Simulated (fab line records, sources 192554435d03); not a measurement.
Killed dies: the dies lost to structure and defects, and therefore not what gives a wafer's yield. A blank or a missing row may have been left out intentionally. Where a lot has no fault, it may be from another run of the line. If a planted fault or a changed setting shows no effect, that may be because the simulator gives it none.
Split-lot trial / flow n5 finfet / route with 1938 steps; 7 lots, 21 wafers read

ON THE SPLIT
At N5_MOL_CONTACT_COAG_ALD_131 (deposits SiO2, target thk 5 nm, pulse time 1 s, co reactant pulse time 1 s), the setting ald cycles was moved away from the recipe's 35 on 10 of the 21 wafers read, by -17.1% to +14.3%. All remaining wafers had this setting at the recipe value.

The reading comes from the split's own step.

THE READING
SiO2_of_MOL_CONTACT_COAG_ALD_131.thk nm (the simulator's own value, which no gauge read), in nm, at N5_MOL_CONTACT_COAG_ALD_131 (deposits SiO2, target thk 5 nm, pulse time 1 s, co reactant pulse time 1 s). The file gives no usual value for it.

wafer=L075.3; tool, chamber at the split=ald sin-01, 3,2,1; ald cycles as run=35; against the recipe=recipe; SiO2_of_MOL_CONTACT_COAG_ALD_131.thk nm, nm=5; against lot-mates on the recipe=-
wafer=L075.5; tool, chamber at the split=ald sin-01, 3,2,1; ald cycles as run=35; against the recipe=recipe; SiO2_of_MOL_CONTACT_COAG_ALD_131.thk nm, nm=5; against lot-mates on the recipe=-
wafer=L075.6; tool, chamber at the split=ald sin-01, 3,2,1; ald cycles as run=35; against the recipe=recipe; SiO2_of_MOL_CONTACT_COAG_ALD_131.thk nm, nm=5; against lot-mates on the recipe=-
wafer=L080.1; tool, chamber at the split=ald sin-02, 0,1; ald cycles as run=35; against the recipe=recipe; SiO2_of_MOL_CONTACT_COAG_ALD_131.thk nm, nm=5; against lot-mates on the recipe=-
wafer=L080.4; tool, chamber at the split=ald sin-02, 0,1; ald cycles as run=35; against the recipe=recipe; SiO2_of_MOL_CONTACT_COAG_ALD_131.thk nm, nm=5; against lot-mates on the recipe=-
wafer=L080.2; tool, chamber at the split=ald sin-02, 2; ald cycles as run=38; against the recipe=+8.6%; SiO2_of_MOL_CONTACT_COAG_ALD_131.thk nm, nm=5.4; against lot-mates on the recipe=+0.4
wafer=L081.1; tool, chamber at the split=ald sin-02, 2; ald cycles as run=29; against the recipe=-17.1%; SiO2_of_MOL_CONTACT_COAG_ALD_131.thk nm, nm=4.2; against lot-mates on the recipe=-0.8
wafer=L081.4; tool, chamber at the split=ald sin-02, 3,0; ald cycles as run=35; against the recipe=recipe; SiO2_of_MOL_CONTACT_COAG_ALD_131.thk nm, nm=5; against lot-mates on the recipe=-
wafer=L081.6; tool, chamber at the split=ald sin-02, 3,0; ald cycles as run=35; against the recipe=recipe; SiO2_of_MOL_CONTACT_COAG_ALD_131.thk nm, nm=5; against lot-mates on the recipe=-
wafer=L087.1; tool, chamber at the split=ald sin-01, 0; ald cycles as run=33; against the recipe=-5.7%; SiO2_of_MOL_CONTACT_COAG_ALD_131.thk nm, nm=4.8; against lot-mates on the recipe=-0.2
wafer=L087.3; tool, chamber at the split=ald sin-01, 1,2; ald cycles as run=35; against the recipe=recipe; SiO2_of_MOL_CONTACT_COAG_ALD_131.thk nm, nm=5; against lot-mates on the recipe=-
wafer=L087.4; tool, chamber at the split=ald sin-01, 1,2; ald cycles as run=35; against the recipe=recipe; SiO2_of_MOL_CONTACT_COAG_ALD_131.thk nm, nm=5; against lot-mates on the recipe=-
wafer=L089.2; tool, chamber at the split=ald sin-02, 3,2; ald cycles as run=40; against the recipe=+14.3%; SiO2_of_MOL_CONTACT_COAG_ALD_131.thk nm, nm=5.6; against lot-mates on the recipe=no lot-mate on the recipe
wafer=L089.5; tool, chamber at the split=ald sin-02, 3,2; ald cycles as run=40; against the recipe=+14.3%; SiO2_of_MOL_CONTACT_COAG_ALD_131.thk nm, nm=5.6; against lot-mates on the recipe=no lot-mate on the recipe
wafer=L089.4; tool, chamber at the split=ald sin-02, 0; ald cycles as run=40; against the recipe=+14.3%; SiO2_of_MOL_CONTACT_COAG_ALD_131.thk nm, nm=5.8; against lot-mates on the recipe=no lot-mate on the recipe
wafer=L090.1; tool, chamber at the split=ald sin-04, 3,0; ald cycles as run=39; against the recipe=+11.4%; SiO2_of_MOL_CONTACT_COAG_ALD_131.thk nm, nm=5.6; against lot-mates on the recipe=+0.6
wafer=L090.5; tool, chamber at the split=ald sin-04, 3,0; ald cycles as run=39; against the recipe=+11.4%; SiO2_of_MOL_CONTACT_COAG_ALD_131.thk nm, nm=5.6; against lot-mates on the recipe=+0.6
wafer=L090.2; tool, chamber at the split=ald sin-04, 2; ald cycles as run=35; against the recipe=recipe; SiO2_of_MOL_CONTACT_COAG_ALD_131.thk nm, nm=5; against lot-mates on the recipe=-
wafer=L094.1; tool, chamber at the split=ald sin-01, 0,2; ald cycles as run=29; against the recipe=-17.1%; SiO2_of_MOL_CONTACT_COAG_ALD_131.thk nm, nm=4.2; against lot-mates on the recipe=-0.8
wafer=L094.6; tool, chamber at the split=ald sin-01, 0,2; ald cycles as run=29; against the recipe=-17.1%; SiO2_of_MOL_CONTACT_COAG_ALD_131.thk nm, nm=4.2; against lot-mates on the recipe=-0.8
wafer=L094.5; tool, chamber at the split=ald sin-01, 3; ald cycles as run=35; against the recipe=recipe; SiO2_of_MOL_CONTACT_COAG_ALD_131.thk nm, nm=5; against lot-mates on the recipe=-
The file does not say which wafer passed through which chamber wherever a row lists several chambers: such a row stands for several wafers.

FIT RESULTS
A straight line over all 21 wafers: SiO2_of_MOL_CONTACT_COAG_ALD_131.thk nm changes by +0.0472 nm for each +1% of ald cycles; r = +1.00; the points scatter about the line by 0.044 nm.
The same after taking each lot's own level away (the mean of its wafers on the recipe; 18 wafers): +0.0478 nm for each +1%; r = +1.00; scatter 0.024 nm.
According to that fit, moving ald cycles by its largest amount changes the reading by 0.82 nm.
The lots' own levels span 5.00 to 5.00 nm.
So the lot-to-lot level changes the slope little: the two slopes agree.
Check: -0.81 nm against its lot-mates is what the line predicts for one of the wafers moved furthest among these (-17.1%) when that wafer is left out of the fit. Against them it came out at -0.8 nm.

OTHER SPLITS ON THESE WAFERS
Before the reading, these wafers also passed through other splits. Each is held against what the fit with the lots' levels taken away leaves over:
other split on the same wafers=N5_SDB_COAT_03 spin rpm; wafers away from the commonest value=8; r with SiO2_of_MOL_CONTACT_COAG_ALD_131.thk nm (lot level and that fit taken away)=-0.16
other split on the same wafers=N5_HKMG_FIN_ETCH_55 time s; wafers away from the commonest value=7; r with SiO2_of_MOL_CONTACT_COAG_ALD_131.thk nm (lot level and that fit taken away)=+0.35
other split on the same wafers=N5_GATE_CUT_ETCH_56 bias w; wafers away from the commonest value=7; r with SiO2_of_MOL_CONTACT_COAG_ALD_131.thk nm (lot level and that fit taken away)=+0.27

THE FILE'S OWN FIT
SiO2_of_MOL_CONTACT_COAG_ALD_131.thk nm changes by +0.0471 nm for each +1% of ald cycles, r = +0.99.
